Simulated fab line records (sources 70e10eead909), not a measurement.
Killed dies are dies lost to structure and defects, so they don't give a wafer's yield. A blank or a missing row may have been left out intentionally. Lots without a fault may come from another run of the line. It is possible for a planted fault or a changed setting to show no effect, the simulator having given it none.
fab line records -- flow nand-harc -- part 2 of 2: steps 27 to 36 of 36
[record] lots = 5, wafers = 15, last-day = 24
route steps=1159 shown P_GATE@161
lots that met no fault: from a run of the same line without faults
start-h: hours from the record's opening day to when the first of the lot's shown wafers began -- wait-h: hours since the lot's step before -- " as in the row above -- L1.1+2: a row that stands for several wafers -- - value missing, or start not given -- * or withheld: withheld -- < > ~ a bound
route shown NAME@n: NAME is a module with steps in the file, n the number in the route of the first one -- usual: mean/standard deviation taken from wafers without a fault -- same: alike in all rows -- chamber/n: place in a boat -- sites: per-site readings -- _std_site: standard deviation of those values -- _edge_site: mean of outer sites minus mean of inner sites -- radius-mm: for every site, how far away it sits from the centre of the wafer -- mask NAME#n: copy n -- behind: the last tool/chamber to shape the wafer -- hold: why the lot was held/for how many hours/how that ended -- device: which transistor (n, p or np) failed to switch -- end of line: the same wafers' tests at the end of the route -- where a step has no rows: the recipe by itself -- killed: not the wafer's yield, but the dies lost to structure and defects at the first sort -- map: a wafer's dies, x killed, . not, _ none there
set.NAME: setting as actually run; set.NAME@STEP: the setting as run at that earlier step -- model.NAME: the simulator's own value behind a step, which no gauge read
a table for each step, a row for each wafer; lots at some steps of the route
services: from which hour (start-h, from the record's first day; less than 0 if before it) a tool's chamber was out of use, for how many hours, and why
[[steps]]
[step NHARC_P_GATE_DESCUM_61]
[recipe] time-s = 3, o2-flow-sccm = 200, ar-flow-sccm = 0, bias-power-w = 0, chemistry = O2
[usual] drypump-motor-current-A = 5.6/0.53, mfc-ar-sccm = 0.009/0.014, oes-product-au = 1.001/0.0079, rf-vpp-V = 57.9/0.89, showerhead-plenum-p-Torr = 1.94/0.099, throttle-valve-pct = 11.312/0.0086
lot.wafer,tool,chamber,start-h,wait-h,drypump-motor-current-A,mfc-ar-sccm,oes-product-au,rf-hours-counter-h,rf-vpp-V,showerhead-plenum-p-Torr,throttle-valve-pct
L082.2,rie-diel-11,1,153.90,-,6.4,0,1.011,46,57.7,1.83,11.315
L082.1,rie-diel-11,2,153.90,-,4.8,0,1.013,47,57.4,2.02,11.310
L082.5,rie-diel-11,1,153.90,-,6.4,0,1.002,-,57.8,1.83,11.317
L089.1,rie-diel-02,2,194.50,-,5.5,0,1.014,8,57.9,1.79,11.320
L089.2,rie-diel-02,3,194.50,-,5.8,0.034,0.996,9,59.5,2.01,11.308
L089.6,rie-diel-02,0,194.50,-,6.3,0,1.008,-,59.8,2.03,11.318
L091.3,rie-diel-11,3,215.48,-,6.0,0,1.003,12,57.3,2.05,11.305
L091.1,rie-diel-11,0,215.48,-,5.0,0.034,1.001,11,58.1,1.79,11.309
L091.2,rie-diel-11,2,215.48,-,4.8,0,1.011,11,57.5,2.02,11.315
L096.2,rie-diel-12,2,231.59,-,5.8,0.010,0.986,7,57.4,1.92,11.320
L096.6,rie-diel-12,0,231.59,-,5.7,0,0.993,-,57.4,1.91,11.313
L096.5,rie-diel-12,1,231.59,-,5.0,0.034,0.991,-,57.1,1.82,11.305
L097.1,rie-diel-02,1,239.33,-,4.9,0,0.990,17,57.5,1.96,11.297
L097.4,rie-diel-02,3,239.33,-,5.8,0.034,0.992,18,59.0,2.00,11.309
L097.5,rie-diel-02,1,239.33,-,4.9,0,0.991,-,58.9,1.96,11.316
[step NHARC_P_GATE_IMPLANT_62]
[recipe] energy-kev = 20, dose-cm2 = 3e+15, tilt-deg = 7
[usual] tilt-deg = 7.004/0.019
lot.wafer,tool,chamber,start-h,wait-h,tilt-deg
L082.1,implanter-01,0,154.04,0.1,6.998
L082.2,implanter-01,0,154.04,0.1,7.010
L082.5,implanter-01,0,154.04,0.1,7.005
L089.1,implanter-01,0,194.62,0.1,6.984
L089.2,implanter-01,0,194.62,0.1,6.990
L089.6,implanter-01,0,194.62,0.1,6.982
L091.1,implanter-02,0,215.63,0.1,7.009
L091.2,implanter-02,0,215.63,0.1,6.994
L091.3,implanter-02,0,215.63,0.1,6.992
L096.2,implanter-01,0,231.75,0.1,6.988
L096.5,implanter-01,0,231.75,0.1,6.995
L096.6,implanter-01,0,231.75,0.1,6.967
L097.1,implanter-02,0,239.46,0.1,6.978
L097.4,implanter-02,0,239.46,0.1,7.000
L097.5,implanter-02,0,239.46,0.1,6.982
[step NHARC_P_GATE_STRIP_112]
[recipe] power-w = 1500, temp-c = 110, time-s = 200, chemistry = N2/H2
[usual] drypump-motor-current-A = 5.3/0.37, heater-power-w = 85/5.3
lot.wafer,tool,chamber,start-h,wait-h,drypump-motor-current-A,heater-power-w,rf-hours-counter-h
L082.2,plasma-asher-02,1,154.27,0.2,5.0,86,44
L082.1,plasma-asher-02,0,154.27,0.2,5.8,92,44
L082.5,plasma-asher-02,0,154.27,0.2,5.8,95,-
L089.2,plasma-asher-02,0,194.85,0.2,5.8,88,1
L089.1,plasma-asher-02,1,194.85,0.2,5.0,82,1
L089.6,plasma-asher-02,1,194.85,0.2,5.0,84,-
L091.2,plasma-asher-01,1,215.85,0.2,4.9,76,40
L091.1,plasma-asher-01,0,215.85,0.2,5.6,89,40
L091.3,plasma-asher-01,0,215.85,0.2,5.6,88,-
L096.2,plasma-asher-02,0,232.32,0.5,5.8,88,13
L096.5,plasma-asher-02,0,232.32,0.5,5.8,85,-
L096.6,plasma-asher-02,1,232.32,0.5,5.0,84,-
L097.1,plasma-asher-01,1,239.68,0.2,5.0,78,48
L097.4,plasma-asher-01,1,239.68,0.2,5.0,77,-
L097.5,plasma-asher-01,0,239.68,0.2,5.6,87,-
[step NHARC_P_GATE_STRIP_76]
[recipe] power-w = 1500, temp-c = 250, chemistry = O2
[usual] drypump-motor-current-A = 5.3/0.37, heater-power-w = 316/21
lot.wafer,tool,chamber,start-h,wait-h,drypump-motor-current-A,heater-power-w,rf-hours-counter-h
L082.2,plasma-asher-02,1,154.53,0.2,5.1,317,45
L082.1,plasma-asher-02,0,154.53,0.2,5.8,346,45
L082.5,plasma-asher-02,0,154.53,0.2,5.8,343,-
L089.2,plasma-asher-02,0,195.11,0.2,5.9,322,1
L089.1,plasma-asher-02,1,195.11,0.2,5.0,314,1
L089.6,plasma-asher-02,1,195.11,0.2,5.1,318,-
L091.2,plasma-asher-01,1,216.11,0.2,4.9,286,40
L091.1,plasma-asher-01,0,216.11,0.2,5.6,328,40
L091.3,plasma-asher-01,0,216.11,0.2,5.6,328,-
L096.2,plasma-asher-02,0,232.58,0.2,5.8,328,13
L096.5,plasma-asher-02,0,232.58,0.2,5.8,333,-
L096.6,plasma-asher-02,1,232.58,0.2,5.0,307,-
L097.1,plasma-asher-01,1,239.95,0.2,4.9,286,49
L097.4,plasma-asher-01,1,239.95,0.2,4.9,282,-
L097.5,plasma-asher-01,0,239.95,0.2,5.5,341,-
[step NHARC_P_GATE_STRIP_63]
[recipe] time-s = 900, temp-c = 130, chemistry = SPM
lot.wafer,tool,chamber,start-h,wait-h
L082.2+1+5,wet-bench-03,"5,7,1",154.68,0.1
L089.6+1+2,wet-bench-07,"1,2,5",195.26,0.1
L091.2+3+1,wet-bench-07,"2,5,6",216.27,0.1
L096.2+6+5,wet-bench-07,"3,4,6",232.73,0.1
L097.5+1+4,wet-bench-03,"2,4,5",240.11,0.1
[step NHARC_P_GATE_DEHYDRATE_83]
[recipe] temp-c = 150, time-s = 120
[usual] chill-plate-temp-C = 23.00/0.097
lot.wafer,tool,chamber,start-h,wait-h,chill-plate-temp-C
L082.1,litho-track-03,0,155.03,-,22.89
L082.2,litho-track-03,0,155.03,-,23.01
L082.5,litho-track-03,0,155.03,-,23.14
L089.1,litho-track-03,0,195.60,-,22.91
L089.2,litho-track-03,0,195.60,-,22.99
L089.6,litho-track-03,0,195.60,-,22.96
L091.1,litho-track-07,0,216.62,-,23.07
L091.2,litho-track-07,0,216.62,-,23.11
L091.3,litho-track-07,0,216.62,-,23.04
L096.2,litho-track-07,0,233.07,-,22.97
L096.5,litho-track-07,0,233.07,-,23.04
L096.6,litho-track-07,0,233.07,-,22.86
L097.1,litho-track-07,0,240.44,-,23.00
L097.4,litho-track-07,0,240.44,-,22.75
L097.5,litho-track-07,0,240.44,-,22.80
[step NHARC_P_GATE_HMDS_84]
[recipe] time-s = 30
[usual] chill-plate-temp-C = 22.98/0.099
lot.wafer,tool,chamber,start-h,wait-h,chill-plate-temp-C
L082.1,litho-track-03,0,-,-,23.10
L082.2,litho-track-03,0,-,-,23.09
L082.5,litho-track-03,0,-,-,22.89
L089.1,litho-track-03,0,-,-,23.03
L089.2,litho-track-03,0,-,-,22.90
L089.6,litho-track-03,0,-,-,23.02
L091.1,litho-track-07,0,-,-,23.04
L091.2,litho-track-07,0,-,-,22.86
L091.3,litho-track-07,0,-,-,22.96
L096.2,litho-track-07,0,-,-,22.99
L096.5,litho-track-07,0,-,-,23.01
L096.6,litho-track-07,0,-,-,22.97
L097.1,litho-track-07,0,-,-,22.93
L097.4,litho-track-07,0,-,-,22.96
L097.5,litho-track-07,0,-,-,22.89
[step NHARC_P_GATE_COAT_85]
[recipe] spin-rpm = 3000
[usual] chill-plate-temp-C = 22.99/0.11
lot.wafer,tool,chamber,start-h,wait-h,chill-plate-temp-C
L082.1,litho-track-03,0,-,-,22.87
L082.2,litho-track-03,0,-,-,23.30
L082.5,litho-track-03,0,-,-,23.09
L089.1,litho-track-03,0,-,-,23.05
L089.2,litho-track-03,0,-,-,22.75
L089.6,litho-track-03,0,-,-,23.01
L091.1,litho-track-07,0,-,-,23.12
L091.2,litho-track-07,0,-,-,22.86
L091.3,litho-track-07,0,-,-,23.03
L096.2,litho-track-07,0,-,-,23.22
L096.5,litho-track-07,0,-,-,23.10
L096.6,litho-track-07,0,-,-,23.14
L097.1,litho-track-07,0,-,-,23.05
L097.4,litho-track-07,0,-,-,23.17
L097.5,litho-track-07,0,-,-,22.99
[step NHARC_P_GATE_SOFTBAKE_86]
[recipe] temp-c = 122, time-s = 95
[usual] chill-plate-temp-C = 22.98/0.097
lot.wafer,tool,chamber,start-h,wait-h,chill-plate-temp-C
L082.1,litho-track-03,0,-,-,22.94
L082.2,litho-track-03,0,-,-,23.10
L082.5,litho-track-03,0,-,-,23.11
L089.1,litho-track-03,0,-,-,22.88
L089.2,litho-track-03,0,-,-,23.03
L089.6,litho-track-03,0,-,-,22.92
L091.1,litho-track-07,0,-,-,22.91
L091.2,litho-track-07,0,-,-,22.95
L091.3,litho-track-07,0,-,-,22.85
L096.2,litho-track-07,0,-,-,22.94
L096.5,litho-track-07,0,-,-,22.96
L096.6,litho-track-07,0,-,-,23.22
L097.1,litho-track-07,0,-,-,23.12
L097.4,litho-track-07,0,-,-,23.03
L097.5,litho-track-07,0,-,-,22.95
[step NHARC_P_GATE_EBR_87]
[usual] chill-plate-temp-C = 23.03/0.11
lot.wafer,tool,chamber,start-h,wait-h,chill-plate-temp-C
L082.1,litho-track-03,0,-,-,22.88
L082.2,litho-track-03,0,-,-,22.94
L082.5,litho-track-03,0,-,-,23.06
L089.1,litho-track-03,0,-,-,23.16
L089.2,litho-track-03,0,-,-,23.10
L089.6,litho-track-03,0,-,-,23.04
L091.1,litho-track-07,0,-,-,23.08
L091.2,litho-track-07,0,-,-,22.90
L091.3,litho-track-07,0,-,-,22.95
L096.2,litho-track-07,0,-,-,22.85
L096.5,litho-track-07,0,-,-,23.02
L096.6,litho-track-07,0,-,-,22.93
L097.1,litho-track-07,0,-,-,23.14
L097.4,litho-track-07,0,-,-,23.12
L097.5,litho-track-07,0,-,-,23.13
[[services]]
tool,chamber,start-h,hours,kind
krf-scanner-04,-,128.82,0.7,repair
rie-diel-02,0,129.91,-,clean
rie-diel-02,1,129.91,-,clean
rie-diel-02,2,129.91,-,clean
wet-bench-03,-,146.40,8.0,pm
rie-diel-02,-,150.70,9.0,pm
implanter-01,-,170.91,15.0,repair
implanter-02,-,170.95,6.4,repair
plasma-asher-02,-,183.40,9.0,pm
plasma-asher-02,0,183.40,9.0,vent-cycle
plasma-asher-02,1,183.40,9.0,vent-cycle
litho-track-03,-,183.56,-,consumable-replace:filter
litho-track-07,-,189.00,7.0,pm
rie-diel-11,-,189.82,9.0,pm
plasma-asher-02,0,192.40,-,clean
plasma-asher-02,1,192.40,-,clean
rie-diel-12,-,202.53,9.0,pm
krf-scanner-02,-,210.00,4.0,pm
litho-track-03,-,213.03,7.0,pm
rie-diel-11,2,216.06,3.2,repair
krf-scanner-01,0,219.60,-,calibration
krf-scanner-01,-,224.44,0.5,repair
litho-track-05,-,237.00,7.0,pm
implanter-01,-,239.08,3.5,repair
